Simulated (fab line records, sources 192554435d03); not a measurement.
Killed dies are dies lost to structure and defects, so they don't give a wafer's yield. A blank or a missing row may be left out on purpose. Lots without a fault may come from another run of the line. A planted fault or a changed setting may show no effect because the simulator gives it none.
Which tool did it? | flow n5_finfet | 10 lots, 30 wafers sampled, at 1 step of a route of 1938

WHAT THE GAUGES READ, wafer by wafer
N5_BEOL_M4_RC_MEAS_101.
lot  | measured     | on        | DIBL_N (mV/V)
L968 | day 9 08:45  | prober-01 | 36.3 34.4 39.2
L967 | day 9 08:49  | prober-02 | 33.1 35.5 34.2
L969 | day 9 17:07  | prober-01 | 35.7 35.9 37.4
L970 | day 10 03:45 | prober-01 | 37.8 40.1 37.4
L971 | day 10 15:08 | prober-02 | 36.1 35.6 36.9
L972 | day 10 21:30 | prober-01 | 37.7 36.0 34.8
L973 | day 11 03:55 | prober-01 | 36.8 37.1 38.4
L983 | day 13 10:17 | prober-01 | 37.4 35.4 34.9
L984 | day 13 17:25 | prober-02 | 34.7 35.7 37.3
L985 | day 14 05:07 | prober-02 | 36.1 32.9 36.1

WHICH TOOL RAN EACH LOT (tool, then ch and the chambers of the sampled wafers, then the start)
The record holds no process step before these readings.

THE ANSWER, worked out from the rows above alone
Rule: what is usual is taken from the lots themselves. Put in order of their means at a reading, lots are off if they are a third of the lots or fewer, leave a main group of 4 or more, and stand apart from it by a gap of 3 or more times the standard deviation of the main group's means; of several such gaps the widest counts. A main group whose means are all the same, to the digits that the tables above print for the reading, isn't used. A lot without any number at a reading at which 4 lots or more have one is off too. The other lots that the step has rows for count as sound.
No lot is off at any reading shown: from this, nothing can be told.

WHAT THE SIMULATOR HAD PUT IN
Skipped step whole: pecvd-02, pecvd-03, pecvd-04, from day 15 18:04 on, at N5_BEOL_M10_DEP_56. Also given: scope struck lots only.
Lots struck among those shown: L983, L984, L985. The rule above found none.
